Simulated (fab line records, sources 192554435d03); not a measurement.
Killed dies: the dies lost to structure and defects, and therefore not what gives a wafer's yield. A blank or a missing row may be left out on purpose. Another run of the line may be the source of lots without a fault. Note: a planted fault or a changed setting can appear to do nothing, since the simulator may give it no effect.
Matching of chambers | flow n5-finfet | 3 sister chambers for N5_BEOL_M8_CURE_75 on uv-cure-01
The step cures SiCOH lowk, time 120 s. 16 wafers are shown with their chamber, then 8 later ones without.

WAFERS, EACH WITH ITS CHAMBER
wafer  | chamber | wafer_temp_C_max | lamp-power-pct (%)
L076.1 | 2       | 371.2            | 52.31
L076.5 | 2       | 371.3            | 52.35
L076.6 | 2       | 371.0            | 52.36
L078.1 | 1       | 371.8            | 52.34
L078.2 | 1       | 371.3            | 52.40
L078.4 | 1       | 371.3            | 52.42
L077.2 | 0       | 371.9            | 52.32
L077.3 | 0       | 372.1            | 52.28
L077.6 | 0       | 372.0            | 52.31
L082.4 | 0       | 372.4            | 52.28
L082.5 | 0       | 372.6            | 52.31
L082.6 | 0       | 373.1            | 52.38
L080.1 | 0       | 372.2            | 52.32
L080.5 | 0       | 371.9            | 52.21
L080.6 | 0       | 372.8            | 52.44
L088.3 | 1       | 371.2            | 52.38

SIGNATURES (averages over the wafers above)
reading          | chamber 0 | chamber 1 | chamber 2 | scatter within a chamber
wafer_temp_C_max | 372.333   | 371.400   | 371.167   | 0.362
lamp-power-pct   | 52.3167   | 52.3850   | 52.3400   | 0.0543
Rule: a wafer's distance from a chamber is the root of the sum, over the readings, of the square of ((its reading less the chamber's mean) divided by the reading's scatter). If the next closest chamber is less than 2 further off than the closest, the wafer can't be placed; otherwise it belongs to the closest. The scatter is the square root of a quotient: the sum, over the shown wafers, of each reading's squared deviation from its chamber's mean, divided by wafers minus chambers.

WAFERS MISSING THEIR CHAMBER
wafer  | wafer_temp_C_max | lamp-power-pct (%)
L088.4 | 371.2            | 52.35
L088.5 | 371.1            | 52.45
L089.3 | 371.0            | 52.26
L089.5 | 371.0            | 52.31
L089.6 | 370.8            | 52.27
L096.3 | 371.4            | 52.22
L096.4 | 371.0            | 52.28
L096.5 | 371.2            | 52.23

CHAMBER TAKEN BY EACH
wafer  | from the rows above          | in truth
L088.4 | can't be placed: 2 or 1      | 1
L088.5 | can't be placed: 1 or 2      | 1
L089.3 | can't be placed: 2 or 1      | 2
L089.5 | can't be placed: 2 or 1      | 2
L089.6 | can't be placed: 2 or 1      | 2
L096.3 | can't be placed: 2 or 1 or 0 | 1
L096.4 | can't be placed: 2 or 1      | 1
L096.5 | can't be placed: 2 or 1 or 0 | 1
Correct placement for 0 of the 8. Can't be placed from these rows: 8 (the true chamber is among the candidates in 8). Number placed wrongly: 0.
